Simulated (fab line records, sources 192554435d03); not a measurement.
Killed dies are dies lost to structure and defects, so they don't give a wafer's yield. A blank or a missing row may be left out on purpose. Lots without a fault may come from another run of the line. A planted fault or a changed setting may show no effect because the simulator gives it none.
fab line records | flow n5_finfet
record lots=6 wafers=18 last_day=19
route steps=1938 shown BEOL_M13@1668 PASSIVATION@1936
lots that met no fault: from a run of the same line without faults
start_h: hours from the record's first day to the start of the lot's first wafer shown | wait_h: hours since the lot's step before | " the same as in the row above | L1.1+2: a row that stands for several wafers | - no value, or no start given | * or withheld: withheld | < > ~ a bound
route shown NAME@n: a module of which the file shows steps, and the number in the route of the first | usual: mean/standard deviation of fault-free wafers | same: alike in all rows | chamber/n: place in a boat | sites: the reading at each site | _std_site: their standard deviation | _edge_site: outer sites' mean less inner sites' | radius_mm: how far each site lies from the wafer's centre | mask NAME#n: copy n | behind: the tool/chamber that last shaped the wafer | hold: why the lot was held/for how many hours/how that ended | device: the transistor (n, p or np) that didn't switch | end of line: the same wafers' tests at the end of the route | a step without rows: its recipe alone | killed: dies lost to structure and defects at the first sort, not the wafer's yield | map: a wafer's dies, x killed, . not, _ none there
set.NAME: the setting as run; set.NAME@STEP: as run at that earlier step | model.NAME: the simulator's own value behind a step, which no gauge read
lots at some steps of the route; a table a step, a row a wafer
services: from which hour (start_h, from the record's first day; less than 0 if before it) a tool's chamber was out of use, for how many hours, and why
## steps
# step N5_BEOL_M13_HARDBAKE_14
# recipe temp_c=130 time_s=120
# step N5_BEOL_M13_CD_MEAS_10
# recipe target_cd_nm=190 landing_energy_ev=500 detector=se_inlens polarity=opening
# usual cd_nm=190.5/1.3
# columns lot.wafer tool chamber start_h wait_h cd_nm
L107.2 cd_sem-01 0 371.58 - 188.6
L107.3 " 0 " " 189.2
L107.5 " 0 " " 188.1
L108.1 cd_sem-01 0 377.45 - 189.6
L108.3 " 0 " " 191.8
L108.6 " 0 " " 190.8
L998.1 cd_sem-01 0 383.90 - 190.2
L998.2 " 0 " " 189.1
L998.5 " 0 " " 189.7
L110.1 cd_sem-02 0 412.74 - 191.4
L110.4 " 0 " " 192.3
L110.5 " 0 " " 190.8
L114.3 cd_sem-02 0 413.11 - 189.9
L114.5 " 0 " " 190.6
L114.6 " 0 " " 191.3
L119.2 cd_sem-02 0 426.54 - 191.8
L119.3 " 0 " " 191.7
L119.4 " 0 " " 190.8
# step N5_BEOL_M13_OVL_MEAS_11
# recipe points_per_wafer=44
# usual V12_OVL=3/5.1
# columns lot.wafer tool chamber start_h wait_h V12_OVL[nm]
L107.2 overlay-01 0 371.61 0.0 3
L107.3 " 0 " " 0
L107.5 " 0 " " 4
L108.1 overlay-01 0 377.48 0.0 3
L108.3 " 0 " " 12
L108.6 " 0 " " 0
L998.1 overlay-01 0 383.93 0.0 3
L998.2 " 0 " " 7
L998.5 " 0 " " 3
L110.1 overlay-01 0 412.77 0.0 5
L110.4 " 0 " " 4
L110.5 " 0 " " -4
L114.3 overlay-02 0 413.14 0.0 5
L114.5 " 0 " " 0
L114.6 " 0 " " -3
L119.2 overlay-02 0 426.57 0.0 6
L119.3 " 0 " " -3
L119.4 " 0 " " 8
# step N5_BEOL_M13_INSPECT_12
# recipe mode=adi inspect_instrument=macro
# usual raw_defect_count=2.3/1.5
# columns lot.wafer tool chamber start_h wait_h raw_defect_count
L107.2 defect_inspect-02 - 371.63 0.0 3
L107.3 " - " " 1
L107.5 " - " " 2
L108.1 defect_inspect-02 - 377.51 0.0 4
L108.3 " - " " 0
L108.6 " - " " 3
L998.1 defect_inspect-02 - 383.96 0.0 2
L998.2 " - " " 3
L998.5 " - " " 1
L110.1 defect_inspect-02 - 412.80 0.0 1
L110.4 " - " " 3
L110.5 " - " " 3
L114.3 defect_inspect-02 - 413.17 0.0 1
L114.5 " - " " 1
L114.6 " - " " 0
L119.2 defect_inspect-01 - 426.60 0.0 0
L119.3 " - " " 2
L119.4 " - " " 5
# step N5_BEOL_M13_DESCUM_15
# recipe chemistry=O2 time_s=7.9 source_power_w=50 bias_power_w=20 pressure_mtorr=20 rf_frequency_hz=2.712e+07 temp_c=40 o2_flow_sccm=225
# usual drypump_motor_current_A=5.5/0.39 oes_product_au=0.81/0.11 rf_fwd_power_W=49.48/0.18 rf_vpp_V=242.8/1.6 showerhead_plenum_p_Torr=2.07/0.08 throttle_valve_pct=20.4/0.31
# columns lot.wafer tool chamber start_h wait_h drypump_motor_current_A oes_product_au rf_fwd_power_W rf_hours_counter_h rf_vpp_V showerhead_plenum_p_Torr throttle_valve_pct
L107.2 rie_diel-02 0 371.67 0.0 5.4 0.91 49.62 32 242.6 2.12 20.2
L107.3 " 2 " " 5.5 0.95 49.50 11 244.4 2.05 20.0
L107.5 " 0 " " 5.4 0.90 49.70 - 242.1 2.12 20.2
L108.1 rie_diel-02 0 377.54 0.0 5.4 0.91 49.31 34 245.3 2.12 20.3
L108.3 " 1 " " 6.0 0.69 49.40 217 241.9 1.97 20.1
L108.6 " 0 " " 5.4 0.91 49.14 - 243.5 2.12 20.3
L998.1 rie_diel-04 1 384.08 0.1 6.3 0.88 49.49 35 245.5 2.22 20.3
L998.2 " 3 " " 5.6 0.91 49.13 19 240.9 2.04 20.2
L998.5 " 2 " " 5.2 0.68 49.36 - 246.1 2.17 20.7
L110.1 rie_diel-06 3 412.83 0.0 5.4 0.68 49.26 244 239.7 2.00 21.0
L110.4 " 2 " " 5.2 0.92 49.17 - 244.9 2.15 20.2
L110.5 " 0 " " 4.9 0.78 49.77 - 240.0 2.04 20.4
L114.3 rie_diel-06 0 413.20 0.0 4.9 0.77 49.89 97 241.6 2.04 20.4
L114.5 " 2 " " 5.2 0.92 49.56 - 244.3 2.15 20.2
L114.6 " 0 " " 4.9 0.77 49.49 - 241.6 2.04 20.4
L119.2 rie_diel-04 2 426.63 0.0 5.2 0.67 49.38 243 243.7 2.16 20.7
L119.3 " 3 " " 5.7 0.90 49.32 33 241.3 2.04 20.3
L119.4 " 0 " " 5.8 0.82 49.16 94 242.0 2.05 20.4
# step N5_BEOL_M13_ETCH_59
# recipe chemistry=N2/H2 target=BARC target_depth_a=890 overetch_a=267 time_s=67.9 ion_energy_ev=200 pressure_mtorr=30 source_w=840 bias_w=150 n2_flow_sccm=200 h2_flow_sccm=200
# usual drypump_motor_current_A=5.5/0.39 h2_flow_sccm=199.9/0.6 oes_product_au=0.69/0.085 rf_fwd_power_W=834.2/2.8 rf_vpp_V=523.0/2.8 showerhead_plenum_p_Torr=2.52/0.1 throttle_valve_pct=17.85/0.27
# columns lot.wafer tool chamber start_h wait_h drypump_motor_current_A h2_flow_sccm oes_product_au rf_fwd_power_W rf_hours_counter_h rf_vpp_V showerhead_plenum_p_Torr throttle_valve_pct
L107.2 rie_diel-02 0 371.70 0.0 5.4 200.3 0.76 833.5 32 524.9 2.58 17.71
L107.3 " 2 " " 5.5 198.5 0.82 834.3 11 522.7 2.50 17.48
L107.5 " 0 " " 5.4 200.9 0.76 839.2 - 527.0 2.58 17.72
L108.1 rie_diel-02 0 377.57 0.0 5.4 201.3 0.75 836.9 34 524.9 2.58 17.74
L108.3 " 1 " " 6.0 200.5 0.60 836.1 217 518.1 2.42 17.74
L108.6 " 0 " " 5.4 200.2 0.75 836.0 - 525.2 2.58 17.73
L998.1 rie_diel-04 1 384.11 0.0 6.3 200.4 0.75 834.0 35 525.6 2.71 17.86
L998.2 " 3 " " 5.6 200.4 0.78 828.8 19 522.4 2.49 17.72
L998.5 " 2 " " 5.3 199.8 0.59 833.8 - 526.4 2.63 18.23
L110.1 rie_diel-06 3 412.86 0.0 5.3 198.3 0.59 838.6 244 520.4 2.40 18.27
L110.4 " 2 " " 5.3 199.7 0.78 833.5 - 523.5 2.61 17.71
L110.5 " 0 " " 4.9 199.6 0.67 828.9 - 521.7 2.46 17.71
L114.3 rie_diel-06 0 413.23 0.0 4.9 199.9 0.67 836.5 97 522.5 2.46 17.72
L114.5 " 2 " " 5.2 200.6 0.78 836.4 - 525.4 2.61 17.70
L114.6 " 0 " " 4.9 199.8 0.68 833.0 - 521.4 2.46 17.72
L119.2 rie_diel-04 2 426.67 0.0 5.2 200.1 0.59 832.2 243 527.8 2.63 18.25
L119.3 " 3 " " 5.7 200.4 0.76 828.4 33 520.4 2.48 17.75
L119.4 " 0 " " 5.8 199.1 0.70 837.7 94 520.4 2.47 17.72
# step N5_BEOL_M13_VIA_ETCH_16
# recipe chemistry=C4F8/O2/Ar target=SiOC pressure_mtorr=30 source_w=3000 bias_w=700 Ar_flow_sccm=400 C4F8_flow_sccm=15 O2_flow_sccm=8 he_inner_torr=15 he_outer_torr=30 target_depth_a=9217 time_s=withheld ion_energy_ev=250 ends=cleared
# usual drypump_motor_current_A=5.5/0.39 he_inner_torr=14.999/0.029 oes_product_au=0.73/0.097 rf_fwd_power_W=2994/9.1 rf_vpp_V=664/3.5 showerhead_plenum_p_Torr=3.39/0.13 throttle_valve_pct=24.16/0.25
# columns lot.wafer tool chamber start_h wait_h drypump_motor_current_A he_inner_torr oes_product_au rf_fwd_power_W rf_vpp_V showerhead_plenum_p_Torr throttle_valve_pct
L107.2 rie_diel-02 0 371.75 0.0 5.4 14.977 0.81 2989 668 3.47 24.11
L107.3 " 2 " " 5.5 14.965 0.87 2996 662 3.37 23.85
L107.5 " 0 " " 5.4 15.033 0.82 2993 666 3.47 24.09
L108.1 rie_diel-02 0 377.63 0.0 5.5 15.015 0.81 3008 667 3.47 24.10
L108.3 " 1 " " 6.1 14.978 0.62 2989 662 3.24 23.87
L108.6 " 0 " " 5.5 15.011 0.81 2988 668 3.47 24.11
L998.1 rie_diel-04 1 384.16 0.0 6.3 14.976 0.80 2991 671 3.64 24.20
L998.2 " 3 " " 5.6 14.959 0.83 2996 664 3.32 23.92
L998.5 " 2 " " 5.3 14.999 0.61 3007 667 3.53 24.44
L110.1 rie_diel-06 3 412.92 0.0 5.4 15.008 0.62 2992 661 3.24 24.62
L110.4 " 2 " " 5.3 15.030 0.83 2978 668 3.49 23.98
L110.5 " 0 " " 4.9 14.991 0.70 3013 662 3.31 24.01
L114.3 rie_diel-06 0 413.29 0.0 4.9 14.998 0.70 2988 663 3.31 24.02
L114.5 " 2 " " 5.2 15.003 0.82 3015 668 3.49 23.97
L114.6 " 0 " " 4.9 14.949 0.71 3002 662 3.31 24.02
L119.2 rie_diel-04 2 426.72 0.0 5.3 15.003 0.60 2989 668 3.52 24.45
L119.3 " 3 " " 5.7 15.014 0.82 2990 661 3.31 23.92
L119.4 " 0 " " 5.8 15.033 0.74 3012 663 3.33 24.06
# step N5_BEOL_M13_STRIP_63
# recipe chemistry=N2/H2 power_w=1000 temp_c=250 h2_frac=0.65 overash_fraction=0.3 pressure_mtorr=1000 n2_flow_sccm=1750 h2_flow_sccm=3250
# usual drypump_motor_current_A=5.9/0.3 h2_flow_sccm=3253/10 heater_power_w=325/34 oes_product_au=0.675/0.0047 strip_time_to_endpoint_s=28.2/1.1
# columns lot.wafer tool chamber start_h wait_h drypump_motor_current_A h2_flow_sccm heater_power_w oes_product_au rf_hours_counter_h strip_time_to_endpoint_s
L107.2 plasma_asher-02 0 371.99 - 5.7 3262 274 0.687 94 27.8
L107.3 " 0 " " 5.7 3262 267 0.670 - 26.9
L107.5 " 1 " " 5.5 3258 342 0.673 - 27.5
L108.1 plasma_asher-01 1 377.86 - 6.3 3261 363 0.671 145 27.9
L108.3 " 0 " " 6.1 3267 343 0.671 - 29.3
L108.6 " 1 " " 6.3 3254 358 0.671 - 26.9
L998.1 plasma_asher-02 1 384.40 - 5.5 3275 340 0.672 98 28.0
L998.2 " 0 " " 5.7 3240 268 0.672 98 27.9
L998.5 " 1 " " 5.6 3267 334 0.677 - 27.4
L110.1 plasma_asher-02 0 413.16 - 5.7 3258 277 0.672 103 28.4
L110.4 " 0 " " 5.7 3257 275 0.676 - 25.8
L110.5 " 0 " " 5.7 3252 275 0.677 - 26.9
L114.3 plasma_asher-02 1 413.54 - 5.5 3235 348 0.677 - 29.2
L114.5 " 0 " " 5.8 3260 270 0.676 - 27.3
L114.6 " 1 " " 5.5 3248 345 0.671 - 28.3
L119.2 plasma_asher-02 1 427.00 - 5.6 3230 340 0.675 107 30.0
L119.3 " 0 " " 5.7 3262 275 0.669 - 28.5
L119.4 " 1 " " 5.5 3234 333 0.669 - 28.2
# step N5_BEOL_M13_STRIP_64
# recipe chemistry=N2/H2 power_w=1000 temp_c=250 h2_frac=0.65 overash_fraction=0.3 pressure_mtorr=withheld n2_flow_sccm=1750 h2_flow_sccm=3250
# usual drypump_motor_current_A=5.9/0.31 h2_flow_sccm=3249/10 heater_power_w=325/33 oes_product_au=0.715/0.0045 strip_time_to_endpoint_s=31.33/0.095
# columns lot.wafer tool chamber start_h wait_h drypump_motor_current_A h2_flow_sccm heater_power_w oes_product_au rf_hours_counter_h strip_time_to_endpoint_s
L107.2 plasma_asher-02 0 372.05 0.0 5.7 3257 282 0.713 94 31.37
L107.3 " 0 " " 5.7 3256 282 0.713 - 31.33
L107.5 " 1 " " 5.5 3245 342 0.712 - 31.34
L108.1 plasma_asher-01 1 377.92 0.0 6.3 3242 353 0.717 145 31.24
L108.3 " 0 " " 6.1 3245 348 0.711 - 31.20
L108.6 " 1 " " 6.3 3261 359 0.723 - 31.23
L998.1 plasma_asher-02 1 384.46 0.0 5.5 3231 338 0.721 98 31.24
L998.2 " 0 " " 5.7 3235 271 0.704 98 31.26
L998.5 " 1 " " 5.5 3234 347 0.709 - 31.22
L110.1 plasma_asher-02 0 413.22 0.0 5.8 3263 276 0.721 103 31.42
L110.4 " 0 " " 5.7 3250 272 0.714 - 31.43
L110.5 " 0 " " 5.7 3260 276 0.708 - 31.50
L114.3 plasma_asher-02 1 413.60 0.0 5.5 3229 338 0.714 - 31.40
L114.5 " 0 " " 5.7 3243 280 0.709 - 31.41
L114.6 " 1 " " 5.5 3257 339 0.714 - 31.39
L119.2 plasma_asher-02 1 427.06 0.0 5.5 3239 348 0.705 107 31.43
L119.3 " 0 " " 5.7 3243 278 0.720 - 31.41
L119.4 " 1 " " 5.5 3257 343 0.713 - 31.34
# step N5_BEOL_M13_STRIP_71
# recipe chemistry=post_etch_residue_remover time_s=60 temp_c=25 remover_ph=withheld remover_water_wt_pct=withheld remover_fluoride_wt_pct=withheld
# step N5_BEOL_M13_SRD_72
# recipe time_s=30 temp_c=23 rinse_liquid=diw dry=n2_spin spin_rpm=1500 dry_time_s=30
# step N5_BEOL_M13_CD_MEAS_17
# recipe target_cd_nm=190 polarity=opening
# usual cd_nm=190.8/1.7
# columns lot.wafer tool chamber start_h wait_h cd_nm
L107.2 cd_sem-01 - 372.20 0.0 189.4
L107.3 " - " " 188.0
L107.5 " - " " 188.7
L108.1 cd_sem-03 - 378.07 0.0 191.5
L108.3 " - " " 191.9
L108.6 " - " " 191.3
L998.1 cd_sem-01 - 384.64 0.0 191.5
L998.2 " - " " 190.2
L998.5 " - " " 188.4
L110.1 cd_sem-02 - 413.37 0.0 192.3
L110.4 " - " " 190.5
L110.5 " - " " 192.1
L114.3 cd_sem-01 - 413.73 0.0 190.6
L114.5 " - " " 188.6
L114.6 " - " " 192.5
L119.2 cd_sem-03 - 427.21 0.0 192.2
L119.3 " - " " 194.6
L119.4 " - " " 191.7
# step N5_BEOL_M13_COAT_65
# recipe resist=SOC temp_c=250 time_s=60 spin_rpm=1500 resist_thk_nm=350
# usual heater_power_total_W=500.6/1.8 plate_temp_C=249.96/0.17
# columns lot.wafer tool chamber start_h wait_h heater_power_total_W plate_temp_C model.SOC_of_BEOL_M13_COAT_65.thk_nm
L107.2 litho_track-04 0 372.23 0.0 500.9 250.11 349.6
L107.3 " 0 " " 500.3 249.91 350.2
L107.5 " 0 " " 498.2 250.22 349.4
L108.1 litho_track-04 0 378.11 0.0 455.9 230.32 355.2
L108.3 " 0 " " 456.0 230.34 353.8
L108.6 " 0 " " 450.0 230.35 354.6
L998.1 litho_track-04 0 384.68 0.0 454.3 230.35 356
L998.2 " 0 " " 453.6 230.55 356.4
L998.5 " 0 " " 451.4 230.50 354.8
L110.1 litho_track-03 0 413.40 0.0 503.3 250.06 350.6
L110.4 " 0 " " 501.8 250.18 350.8
L110.5 " 0 " " 500.3 250.07 350.6
L114.3 litho_track-02 0 413.77 0.0 498.3 250.25 350.4
L114.5 " 0 " " 502.3 250.20 348.4
L114.6 " 0 " " 503.1 250.24 350.6
L119.2 litho_track-02 0 427.24 0.0 501.6 250.12 350.8
L119.3 " 0 " " 498.3 249.67 350
L119.4 " 0 " " 502.4 250.05 350.4
# step N5_BEOL_M13_COAT_66
# recipe resist=SiARC temp_c=220 time_s=60 spin_rpm=1500 resist_thk_nm=110
# step N5_PASSIVATION_PROBE_49
# usual defect_limited_yield=90.9/1.4 killed_at_M0_to_M3=38/11 killed_at_M4_up=13/5.9 killed_at_contacts=14/6.4 killed_at_front_end=38/11 killed_at_other=3.3/2.5 killed_dies=107/16 killed_on_rim=14/3.6 killed_open=70/12 killed_short=35/7.7 sort_bin_4_leakage=0.00/0.007 sort_bin_5_function=5.3/0.94 sort_bin_6_memory=3.5/0.7 sort_n_pass=1073/16 sort_yield_pct=90.9/1.4
# same gross_dies=1180 killed_at_back_side=0 sort_bin_8_speed[%]=0
# columns lot.wafer tool chamber start_h wait_h defect_limited_yield[%] killed_at_M0_to_M3 killed_at_M4_up killed_at_contacts killed_at_front_end killed_at_other killed_dies killed_on_rim killed_open killed_short sort_bin_4_leakage[%] sort_bin_5_function[%] sort_bin_6_memory[%] sort_n_pass sort_yield_pct[%]
L108.1 prober-01 - 414.23 0.0 90.1 42 14 5 48 8 117 18 67 44 0 6.0 3.5 1063 90.1
L108.3 prober-01 - 414.33 0.1 92.0 19 10 16 44 5 94 12 62 27 0 4.1 3.6 1086 92.0
L108.6 prober-01 - 414.48 0.3 89.6 48 15 18 42 0 123 17 83 36 0 6.4 3.6 1057 89.6
L110.1 prober-02 - 449.81 0.0 89.3 52 19 15 38 2 126 16 81 44 0 6.5 3.8 1054 89.3
L110.4 prober-02 - 449.96 0.2 91.3 39 5 12 47 0 103 12 71 32 0 5.3 3.3 1077 91.3
L110.5 prober-02 - 450.01 0.2 90.3 39 15 23 38 0 115 16 83 32 0 5.4 4.2 1065 90.3
L114.3 prober-02 - 461.58 0.1 90.0 49 7 13 45 4 118 15 67 45 0 5.2 4.1 1062 90.0
L114.5 prober-02 - 461.68 0.2 90.5 37 10 17 47 1 112 10 72 40 0 5.3 3.8 1068 90.5
L114.6 prober-02 - 461.73 0.3 89.4 65 14 8 34 4 125 18 84 39 0 6.4 3.9 1055 89.4
# killed by level:class
L108.1 BEOL_M0_SAQP:geometric_particle:open=14 BEOL_M0_SAQP:geometric_particle:short=13 STI_FIN_REVEAL:geometric_particle:open=11 FIN_SAQP:geometric_particle:open=8 BEOL_M2:geometric_particle:open=6 GATE_CUT:geometric_particle:short=6 DUMMY_GATE:geometric_particle:open=5 BEOL_M5:geometric_particle:short=4
L108.3 MOL_CONTACT_COAG:geometric_particle:open=14 FIN_SAQP:geometric_particle:open=11 DUMMY_GATE:geometric_particle:open=6 STI_FIN_REVEAL:geometric_particle:open=5 BEOL_M0_SAQP:geometric_particle:short=5 BEOL_M0_SAQP:geometric_particle:open=5 STARTING-WAFER:geometric_particle:open=5 FIN_SAQP:geometric_particle:short=3
L108.6 MOL_CONTACT_COAG:geometric_particle:open=16 BEOL_M0_SAQP:geometric_particle:open=13 BEOL_M0_SAQP:geometric_particle:short=11 DUMMY_GATE:geometric_particle:open=9 FIN_SAQP:geometric_particle:short=8 FIN_SAQP:geometric_particle:open=7 BEOL_M1:geometric_particle:open=7 BEOL_M3:geometric_particle:open=6
L110.1 BEOL_M2:geometric_particle:open=24 STI_FIN_REVEAL:geometric_particle:open=12 MOL_CONTACT_COAG:geometric_particle:open=11 BEOL_M0_SAQP:geometric_particle:short=9 FIN_SAQP:geometric_particle:short=7 BEOL_M0_SAQP:geometric_particle:open=7 BEOL_M8:geometric_particle:open=5 STI_FIN_REVEAL:geometric_particle:short=4
L110.4 BEOL_M3:geometric_particle:open=13 BEOL_M0_SAQP:geometric_particle:short=11 FIN_SAQP:geometric_particle:open=9 BEOL_M2:geometric_particle:open=9 STI_FIN_REVEAL:geometric_particle:open=9 MOL_CONTACT_COAG:geometric_particle:open=9 FIN_SAQP:geometric_particle:short=6 BEOL_M0_SAQP:geometric_particle:open=6
L110.5 MOL_CONTACT_COAG:geometric_particle:open=19 FIN_SAQP:geometric_particle:open=18 BEOL_M2:geometric_particle:open=16 BEOL_M0_SAQP:geometric_particle:short=9 FIN_SAQP:geometric_particle:short=5 MOL_CONTACT_COAG:geometric_particle:short=4 BEOL_M0_SAQP:geometric_particle:open=4 BEOL_M5:geometric_particle:open=4
L114.3 FIN_SAQP:geometric_particle:short=13 BEOL_M1:geometric_particle:open=12 FIN_SAQP:geometric_particle:open=11 MOL_CONTACT_COAG:geometric_particle:open=10 BEOL_M0_SAQP:geometric_particle:short=8 BEOL_M1:geometric_particle:short=7 BEOL_M3:geometric_particle:open=7 BEOL_M0_SAQP:geometric_particle:open=6
L114.5 MOL_CONTACT_COAG:geometric_particle:open=15 FIN_SAQP:geometric_particle:short=12 BEOL_M1:geometric_particle:open=12 STI_FIN_REVEAL:geometric_particle:open=8 FIN_SAQP:geometric_particle:open=7 GATE_CUT:geometric_particle:short=6 BEOL_M1:geometric_particle:short=6 BEOL_M0_SAQP:geometric_particle:short=5
L114.6 BEOL_M1:geometric_particle:open=26 STI_FIN_REVEAL:geometric_particle:open=10 BEOL_M1:geometric_particle:short=10 BEOL_M2:geometric_particle:open=8 FIN_SAQP:geometric_particle:short=6 BEOL_M3:geometric_particle:open=6 MOL_CONTACT_COAG:geometric_particle:open=6 BEOL_M0_SAQP:geometric_particle:open=6
## services
# columns tool chamber start_h hours kind
rie_diel-06 - 354.64 4.3 pm
rie_diel-02 3 364.07 - clean
rie_diel-02 3 364.07 - consumable_replace:focus_ring
rie_diel-02 3 364.07 19.6 scheduled_down
rie_diel-02 3 364.07 19.6 vent_cycle
plasma_asher-01 - 381.98 0.8 repair
## key
first_sign step=N5_BEOL_M13_COAT_65 reading=plate_temp_C direction=down sigmas=99+ usual=* struck=*
effect step=N5_BEOL_M13_COAT_65 reading=heater_power_total_W direction=down sigmas=26 usual=* struck=*
model_effect step=N5_BEOL_M13_COAT_65 value=SOC_of_BEOL_M13_COAT_65.thk_nm without=351.1 struck=355.1
met_at N5_BEOL_M13_COAT_65
struck_wafers L998.1,L998.2,L998.5,L108.1,L108.3,L108.6
onset_between 372.23 378.11
fault kind=process_parameter_drift tool=litho_track-04 chamber=- onset_h=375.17 steps=N5_BEOL_M13_COAT_65 channel=temp_c offset=* shape=step end_h=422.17 acts_in=* stated=*
